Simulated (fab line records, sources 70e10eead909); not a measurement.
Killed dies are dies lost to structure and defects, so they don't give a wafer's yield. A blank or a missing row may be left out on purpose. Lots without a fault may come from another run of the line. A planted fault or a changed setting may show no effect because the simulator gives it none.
Which tool did it? | flow nand_harc | 11 lots, 33 wafers sampled, at 5 steps of a route of 1159

WHAT THE GAUGES READ, wafer by wafer
NHARC_END_SORT_01.
lot  | measured     | on        | killed_at_array
L982 | day 20 22:08 | prober-02 | 669 673 672
L981 | day 21 17:50 | prober-01 | 671 670 676
L983 | day 21 18:38 | prober-02 | 673 673 675

WHICH TOOL RAN EACH LOT (tool, then ch and the chambers of the sampled wafers, then the start)
lot  | NHARC_A_CONTACT_STRIP_82                      | NHARC_A_CONTACT_DEP_84        | NHARC_A_CONTACT_ETCH_89                       | NHARC_A_CONTACT_ETCH_92
L973 | rie_diel-03 ch 0,1,2, day 16 22:16 or earlier | acl_dep-02 ch 0, day 16 22:16 | rie_diel-13 ch 0,1,3, day 17 02:55 or earlier | rie_diel-13 ch 0,1,2, day 17 02:55
L978 | rie_diel-03 ch 1,3, day 17 08:22 or earlier   | acl_dep-01 ch 0, day 17 08:22 | rie_diel-13 ch 1,3, day 17 12:47 or earlier   | rie_diel-05 ch 0,2,3, day 17 12:47
L975 | rie_diel-05 ch 1,2, day 17 15:52 or earlier   | acl_dep-03 ch 0, day 17 15:52 | rie_diel-03 ch 1,3, day 17 20:08 or earlier   | rie_diel-05 ch 1,3, day 17 20:08
L982 | rie_diel-03 ch 0,1,3, day 18 16:46 or earlier | acl_dep-02 ch 0, day 18 16:46 | rie_diel-03 ch 1,2,3, day 18 20:53 or earlier | rie_diel-03 ch 1,2,3, day 18 20:53
L981 | rie_diel-13 ch 1,2,3, day 19 07:32 or earlier | acl_dep-03 ch 0, day 19 07:32 | rie_diel-13 ch 0,2, day 19 11:40 or earlier   | rie_diel-03 ch 1,2, day 19 11:40
L983 | rie_diel-05 ch 0,2,3, day 19 10:55 or earlier | acl_dep-01 ch 0, day 19 10:55 | rie_diel-05 ch 0,2,3, day 19 14:59 or earlier | rie_diel-03 ch 0,1,3, day 19 14:59
L993 | rie_diel-03 ch 0,1,2, day 21 15:37 or earlier | acl_dep-03 ch 0, day 21 15:37 | rie_diel-13 ch 0,1, day 21 19:47 or earlier   | rie_diel-03 ch 0,3, day 21 19:47
L991 | rie_diel-05 ch 1,2,3, day 22 05:05 or earlier | acl_dep-02 ch 0, day 22 05:05 | rie_diel-03 ch 2,3, day 22 10:08 or earlier   | rie_diel-03 ch 1,2,3, day 22 10:08
L995 | rie_diel-05 ch 1,2,3, day 22 06:29 or earlier | acl_dep-01 ch 0, day 22 06:29 | rie_diel-03 ch 1,2,3, day 22 11:07 or earlier | rie_diel-03 ch 1,2,3, day 22 11:07
L994 | rie_diel-05 ch 0,1,3, day 22 09:11 or earlier | acl_dep-01 ch 0, day 22 09:11 | rie_diel-13 ch 0,1,3, day 22 14:16 or earlier | rie_diel-03 ch 2,3, day 22 14:16
L996 | rie_diel-03 ch 1,3, day 22 20:23 or earlier   | acl_dep-02 ch 0, day 22 20:23 | rie_diel-03 ch 0,1, day 23 00:45 or earlier   | rie_diel-03 ch 0,2,3, day 23 00:45
- NHARC_A_CONTACT_STRIP_82: strips in O2.
- NHARC_A_CONTACT_DEP_84: deposits aC, target thk 2000 nm.
- NHARC_A_CONTACT_ETCH_89: etches the open film in N2/H2, target depth 260 nm, time 475.3 s.
- NHARC_A_CONTACT_ETCH_92: etches the open film in CH3F/O2, target depth 40 nm, time 85.7 s.

THE ANSWER, worked out from the rows above alone
Rule: what is usual is taken from the lots themselves. Put in order of their means at a reading, lots are off if they are a third of the lots or fewer, leave a main group of 4 or more, and stand apart from it by a gap of 3 or more times the standard deviation of the main group's means; of several such gaps the widest counts. A main group whose means are all the same, to the digits that the tables above print for the reading, isn't used. A lot without any number at a reading at which 4 lots or more have one is off too. The other lots that the step has rows for count as sound.
No lot is off at any reading shown: from this, nothing can be told.

WHAT THE SIMULATOR HAD PUT IN
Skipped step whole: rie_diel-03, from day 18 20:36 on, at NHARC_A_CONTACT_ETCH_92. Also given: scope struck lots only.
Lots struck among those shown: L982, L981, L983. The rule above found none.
